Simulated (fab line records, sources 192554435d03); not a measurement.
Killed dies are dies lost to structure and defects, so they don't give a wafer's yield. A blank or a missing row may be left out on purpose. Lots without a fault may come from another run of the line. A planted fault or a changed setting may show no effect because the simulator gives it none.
Which tool did it? | flow n5_finfet | 24 lots, 72 wafers sampled, at 3 steps of a route of 1938

WHAT THE GAUGES READ, wafer by wafer
N5_BEOL_M10_RS_MEAS_57: measures by four-point-probe. Usual: M10_RS 0.153 ohm/sq, standard deviation 0.0036.
lot  | measured     | on            | M10_RS (ohm/sq)   | flag
L074 | day 10 12:41 | film_metro-02 | 0.154 0.149 0.149 |
L077 | day 10 15:26 | film_metro-01 | 0.152 0.149 0.143 |
L075 | day 10 15:33 | film_metro-02 | 0.157 0.159 0.158 |
L076 | day 10 23:32 | film_metro-01 | 0.150 0.155 0.154 |
L079 | day 11 10:21 | film_metro-02 | 0.156 0.154 0.155 |
L078 | day 11 14:12 | film_metro-02 | 0.147 0.153 0.146 |
L080 | day 11 21:16 | film_metro-02 | 0.156 0.149 0.159 |
L081 | day 12 05:01 | film_metro-01 | 0.156 0.148 0.150 |
L082 | day 12 21:19 | film_metro-02 | 0.152 0.147 0.149 |
L083 | day 13 02:38 | film_metro-01 | 0.150 0.150 0.149 |
L084 | day 13 02:51 | film_metro-02 | 0.152 0.151 0.154 |
L085 | day 13 13:14 | film_metro-01 | 0.153 0.150 0.152 |
L086 | day 13 17:32 | film_metro-01 | 0.158 0.153 0.152 |
L089 | day 14 00:22 | film_metro-02 | 0.156 0.152 0.154 |
L088 | day 14 02:52 | film_metro-02 | 0.159 0.152 0.158 |
L087 | day 14 04:05 | film_metro-02 | 0.157 0.148 0.159 |
L090 | day 14 19:48 | film_metro-02 | 0.156 0.146 0.150 |
L092 | day 15 02:58 | film_metro-02 | 0.153 0.146 0.148 |
L093 | day 15 03:14 | film_metro-02 | 0.155 0.154 0.156 |
L094 | day 15 12:43 | film_metro-02 | 0.149 0.151 0.148 |
L095 | day 15 21:51 | film_metro-02 | 0.157 0.152 0.159 |
L096 | day 16 02:19 | film_metro-02 | 0.148 0.149 0.152 |
L097 | day 16 02:08 | film_metro-02 | 0.156 0.153 0.152 |
L091 | day 16 18:21 | film_metro-02 | 0.156 0.147 0.156 |

N5_BEOL_M11_OVL_MEAS_12. Usual: M11_OVL 0.3 nm, standard deviation 0.89.
lot  | measured     | on         | M11_OVL (nm)   | flag
L074 | day 10 13:55 | overlay-01 | -0.3 -0.2 0.4  |
L077 | day 10 17:06 | overlay-01 | 1.2 2.1 0.3    |
L075 | day 10 17:12 | overlay-02 | 1.0 0.0 0.0    |
L076 | day 11 02:19 | overlay-02 | 1.3 -0.3 -0.5  |
L079 | day 11 14:03 | overlay-01 | 0.6 0.8 0.6    |
L078 | day 11 15:52 | overlay-02 | -0.3 0.0 -1.0  |
L080 | day 12 02:05 | overlay-02 | -0.4 0.1 0.4   |
L081 | day 12 07:10 | overlay-02 | 0.4 0.6 -0.8   |
L082 | day 12 22:43 | overlay-01 | -1.4 -0.7 0.2  |
L083 | day 13 04:31 | overlay-02 | 1.1 1.1 -1.0   |
L084 | day 13 04:40 | overlay-01 | 1.7 1.8 1.7    |
L085 | day 13 15:39 | overlay-01 | 0.8 1.4 -0.2   |
L086 | day 13 19:06 | overlay-01 | 2.7 2.2 2.0    |
L089 | day 14 02:31 | overlay-02 | 0.9 -0.5 -0.4  |
L088 | day 14 05:42 | overlay-02 | 0.4 -0.6 -0.7  |
L087 | day 14 06:10 | overlay-01 | -0.3 -0.7 -0.8 |
L090 | day 14 21:50 | overlay-02 | -0.2 0.8 0.6   |
L092 | day 15 06:22 | overlay-02 | -0.6 0.9 0.4   |
L093 | day 15 06:13 | overlay-01 | -1.0 0.3 -0.3  |
L094 | day 15 15:01 | overlay-01 | 0.5 1.2 0.9    |
L095 | day 15 23:54 | overlay-01 | 0.9 1.2 -0.5   |
L096 | day 16 05:13 | overlay-02 | 1.1 -0.3 1.6   |
L097 | day 16 05:03 | overlay-02 | 0.1 0.7 0.9    |
L091 | day 16 21:11 | overlay-01 | 0.2 1.2 1.0    |

WHICH TOOL RAN EACH LOT (tool, then ch and the chambers of the sampled wafers, then the start)
lot  | N5_BEOL_M10_CURE_72
L074 | uv_cure-03 ch 1, day 10 10:05
L077 | uv_cure-01 ch 2, day 10 12:40
L075 | uv_cure-02 ch 0, day 10 12:45
L076 | uv_cure-02 ch 2, day 10 19:30
L079 | uv_cure-02 ch 0, day 11 06:07
L078 | uv_cure-01 ch 1, day 11 10:29
L080 | uv_cure-03 ch 2, day 11 18:12
L081 | uv_cure-01 ch 1, day 12 02:04
L082 | uv_cure-03 ch 1, day 12 19:07
L083 | uv_cure-03 ch 0, day 12 23:17
L084 | uv_cure-03 ch 2, day 13 00:09
L085 | uv_cure-03 ch 1, day 13 09:32
L086 | uv_cure-01 ch 1, day 13 15:21
L089 | uv_cure-02 ch 1, day 13 21:52
L088 | uv_cure-03 ch 1, day 14 00:33
L087 | uv_cure-02 ch 2, day 14 01:01
L090 | uv_cure-03 ch 0, day 14 17:00
L092 | uv_cure-03 ch 2, day 14 22:12
L093 | uv_cure-03 ch 0, day 14 22:33
L094 | uv_cure-02 ch 1, day 15 09:28
L095 | uv_cure-02 ch 1, day 15 18:51
L096 | uv_cure-03 ch 2, day 16 00:09
L097 | uv_cure-02 ch 1, day 16 00:14
L091 | uv_cure-02 ch 0, day 16 16:14
- N5_BEOL_M10_CURE_72: cures SiCOH lowk, time 120 s.

WHAT THE TOOLS THEMSELVES READ (means of the sampled wafers that have a number; where no wafer has one, the mark that the record gives instead)
N5_BEOL_M10_CURE_72. Usual: lamp_power_pct 52.31 %, standard deviation 0.054; wafer_temp_C_max 371.5, standard deviation 0.47.
lot  | tool       | lamp_power_pct (%) | wafer_temp_C_max | flag
L074 | uv_cure-03 | 52.30              | 371.5            |
L077 | uv_cure-01 | 52.30              | 372.2            |
L075 | uv_cure-02 | 52.33              | 371.7            |
L076 | uv_cure-02 | 52.29              | 371.5            |
L079 | uv_cure-02 | 52.34              | 371.4            |
L078 | uv_cure-01 | 52.34              | 371.8            |
L080 | uv_cure-03 | 52.32              | 372.1            |
L081 | uv_cure-01 | 52.28              | 371.9            |
L082 | uv_cure-03 | 52.33              | 371.6            |
L083 | uv_cure-03 | 52.32              | 371.0            |
L084 | uv_cure-03 | 52.32              | 371.5            |
L085 | uv_cure-03 | 52.31              | 371.6            |
L086 | uv_cure-01 | 52.33              | 371.4            |
L089 | uv_cure-02 | 52.29              | 370.9            |
L088 | uv_cure-03 | 52.32              | 371.6            |
L087 | uv_cure-02 | 52.34              | 371.8            |
L090 | uv_cure-03 | 52.31              | 371.0            |
L092 | uv_cure-03 | 52.27              | 371.6            |
L093 | uv_cure-03 | 52.36              | 371.2            |
L094 | uv_cure-02 | 52.28              | 371.1            |
L095 | uv_cure-02 | 52.37              | 370.9            |
L096 | uv_cure-03 | 52.29              | 371.8            |
L097 | uv_cure-02 | 52.32              | 370.7            |
L091 | uv_cure-02 | 52.32              | 371.6            |

THE ANSWER, worked out from the rows above alone
Rule: a lot is off if the mean of its wafers that have a number lies more than 3 standard deviations from the usual mean. A lot without any number at a reading at which 4 lots or more have one is off too. The other lots that the step has rows for count as sound. The gauges are gone through in route order, then the tools' own readings, and for those a lot's mean is taken as printed above. The first step at which some lot is off is used, and at that step the reading that is off furthest; a lot without a number counts as furthest.
No lot is off at any reading shown: from this, nothing can be told.

WHAT THE SIMULATOR HAD PUT IN
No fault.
